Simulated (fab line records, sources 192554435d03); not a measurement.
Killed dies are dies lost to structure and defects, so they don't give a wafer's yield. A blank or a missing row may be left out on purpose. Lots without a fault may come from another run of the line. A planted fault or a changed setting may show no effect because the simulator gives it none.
A struck lot beside a sound one | flow n5_finfet | 39 steps out of a route of 1938
Sound: wafers L545.1, L545.3, L545.5. Struck: wafers L544.1, L544.6. (L544.3 of the same lot was not struck and is left out.) The cause comes at the end.
At each step with rows: each side's tool, then ch and its chambers, then its first start. Under that, the readings that differ: sound wafers | struck wafers | difference of the means | sigmas: that difference in standard deviations of wafers without a fault.
alike: readings whose means differ by less than 2 such deviations, and words and numbers that are the same on both sides. not compared: withheld readings, readings that some wafer has no value for, bounds like >300 that may hide the same value, and numbers for which the record gives no deviation and whose values overlap.
The two part at a step that has a row with sigmas, a row that says differs or no value, or rows on one side only. Numbers that don't overlap but have no deviation are shown without sigmas and don't part them. A reading that every wafer of one side lacks parts them only if that side has two wafers or more.

first, 10 steps without rows for these wafers: N5_DUMMY_GATE_ETCH_23 (etches poly-Si in HBr/Cl2/O2, target depth 41 nm, time 22.3 s); N5_DUMMY_GATE_ETCH_44 (etches poly-Si in HBr/O2, stops on SiO2, target depth 127.5 nm); N5_DUMMY_GATE_ETCH_42 (etches SiO2 in CHF3/O2, target depth 3.5 nm, time 31 s); N5_DUMMY_GATE_STRIP_48 (strips in N2/H2, time 20 s); N5_DUMMY_GATE_PRECLEAN_33 (cleans in dHF, time 10 s); N5_DUMMY_GATE_PRECLEAN_25 (cleans in O3/DIW, time 45 s); N5_DUMMY_GATE_PRECLEAN_51 (cleans in SC2, time 45 s); N5_DUMMY_GATE_SRD_26 (time 30 s); N5_DUMMY_GATE_UV_OZONE_45 (time 120 s); N5_SPACER0_ALD_07 (deposits SiNx, target thk 2 nm).
N5_SPACER0_ALD_00: deposits SiOCN, target thk 3.5 nm, pulse time 3 s, purge time 2 s.
  sound on ald_sin-04 ch 1,3, day 7 23:36; struck on ald_sin-01 ch 0,2, day 7 20:39
  reading                                   | sound       | struck | difference | sigmas
  ald_cycles                                | 58 58 58    | 65 65  | +7         |
  model.SiOCN_of_SPACER0_ALD_00.thk_nm (nm) | 3.4 3.6 3.6 | 4 3.8  | +0         |
  alike: heater_power_w, precursor_pulse_height_rel
then, 25 steps without rows for these wafers: N5_SPACER0_ALD_08 (deposits SiNx, target thk 2 nm); N5_SD_EPI_N_COAT_32 (time 60 s, resist thk 350 nm); N5_SD_EPI_N_COAT_33 (time 60 s, resist thk 35 nm); N5_SD_EPI_N_COAT_03 (resist thk 150 nm); N5_SD_EPI_N_EBR_05; N5_SD_EPI_N_SOFTBAKE_04 (time 60 s); N5_SD_EPI_N_EXPOSE_06 (exposes mask SD N BLK, target cd 120 nm); N5_SD_EPI_N_PEB_07 (peb time 60 s); N5_SD_EPI_N_DEVELOP_08 (develop time 30 s); N5_SD_EPI_N_DESCUM_14 (chemistry O2, time 7.9 s); N5_SD_EPI_N_ETCH_34 (etches SiARC in CF4, target depth 45.5 nm, time 75.8 s); N5_SD_EPI_N_ETCH_35 (etches SOC in N2/H2, overetch 108 nm, time 486 s); N5_SD_EPI_N_STRIP_36 (strips in N2/H2); N5_SD_EPI_N_ETCHBACK_44 (etches SiNx in CH3F/O2, stops on SiO2, target depth 14.5 nm); N5_SD_EPI_N_ETCH_45 (etches SiOCN in CH3F/O2, target depth 6 nm); N5_SD_EPI_N_ETCH_16 (etches SiO2 in CHF3/O2, target depth 5 nm); N5_SD_EPI_N_STRIP_47 (strips in CHF3/O2); N5_SD_EPI_N_SD_RECESS_17 (chemistry HBr/Cl2/O2, target depth 41 nm, time 23.7 s, bt time 3 s); N5_SD_EPI_N_STRIP_38 (strips in N2/H2); N5_SD_EPI_N_WET_ETCH_43 (etches SiO2 in dHF, time 14 s, target depth 1.5 nm); N5_SD_EPI_N_STRIP_18 (strips in SPM, time 750 s); N5_SD_EPI_N_SRD_20 (time 30 s); N5_SD_EPI_N_PRECLEAN_48 (cleans in NF3:NH3, afs cycles 2, time 20 s, sublimation time 60 s); N5_SD_EPI_N_VAPOR_ETCH_50 (etches Si in HCl, time 54 s); N5_SD_EPI_N_EPI_21 (deposits Si:P, time 690 s).
N5_SD_EPI_P_PRECLEAN_32: cleans in dHF, time 10 s.
  sound on wet_bench-06 ch 0,1,5, day 8 11:06; struck on wet_bench-06 ch 3,7, day 8 06:25
  reading                                   | sound       | struck  | difference | sigmas
  model.SiOCN_of_SPACER0_ALD_00.thk_nm (nm) | 3.4 3.4 3.4 | 3.8 3.8 | +0.4       |
-- the record jumps here: 5 days lie between the struck wafers' starts before and after (it left off in module SD_EPI_P and takes up again in module BEOL_M4, whose first step shown is number 1111 of the route) --
N5_BEOL_M4_RC_MEAS_101:
  sound on prober-02 ch 0, day 13 06:52; struck on prober-01 ch 0, day 12 23:02
  reading   | sound       | struck  | difference | sigmas
  VT_N (mV) | 247 246 251 | 257 256 | +8         | +2
  alike: DIBL_N, DIBL_P, IOFF_N, IOFF_P, ION_N, ION_P, SS_N, SS_P, VT_P
-- the record jumps here: 4 days lie between the struck wafers' starts before and after (it left off in module BEOL_M4 and takes up again in module PASSIVATION, whose first step shown is number 1936 of the route) --
N5_PASSIVATION_PROBE_49:
  the record has rows for the struck wafers here (prober-01, day 17 08:06) and none for the sound ones

WHERE THEY PART
First at N5_BEOL_M4_RC_MEAS_101; last, within this record, at N5_PASSIVATION_PROBE_49.

WHY: what the simulator had put in
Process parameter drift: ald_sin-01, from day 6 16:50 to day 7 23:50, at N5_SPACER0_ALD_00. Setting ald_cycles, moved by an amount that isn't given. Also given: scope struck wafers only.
